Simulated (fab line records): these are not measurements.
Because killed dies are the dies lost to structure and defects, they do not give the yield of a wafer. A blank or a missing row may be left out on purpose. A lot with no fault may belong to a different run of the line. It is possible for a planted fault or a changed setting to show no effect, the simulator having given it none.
Chamber matching -- flow nand harc -- 4 sister chambers for NHARC_A_CHANNEL_FILL_D2_ALD_25 on ald hk-04
The step deposits SiOx, target thk 60 nm, pulse time 10 s, ald cycles 600. 8 wafers are shown with their chamber, then 9 later ones without.

WAFERS WITH THEIR CHAMBER
wafer,chamber,heater power outer w (W),heater power w (W)
L074.1,2,260,436
L081.3,1,237,411
L081.2,3,284,484
L084.2,2,260,421
L084.6,1,236,414
L091.2,0,248,438
L091.1,3,288,485
L091.6,0,245,441

WAFERS WHOSE CHAMBER IS MISSING
wafer,heater power outer w (W),heater power w (W)
L092.2,249,427
L092.5,240,397
L092.6,284,480
L094.4,296,489
L094.1,240,416
L094.3,238,406
L096.4,296,489
L096.5,246,437
L096.6,295,477

EACH ONE'S CHAMBER
wafer,from the rows above,in truth
L092.2,0,0
L092.5,1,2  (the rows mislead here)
L092.6,3,3
L094.4,3,3
L094.1,1,1
L094.3,1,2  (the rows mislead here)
L096.4,3,3
L096.5,0,0
L096.6,3,3
7 of 9 placed correctly. Number that these rows cannot place: 0. Placed wrongly: 2.
How it was worked out, from the rows above alone: a wafer's distance from a chamber is the root of the sum, over the readings, of the square of ((its reading less the chamber's mean) divided by the reading's scatter). If the next closest chamber is less than 2 further off than the closest, the wafer can't be placed; otherwise it belongs to the closest. A chamber's mean is the mean of its shown wafers. The scatter: the root of (the sum of the squares of (reading less its chamber's mean) over the shown wafers, divided by (wafers less chambers)).
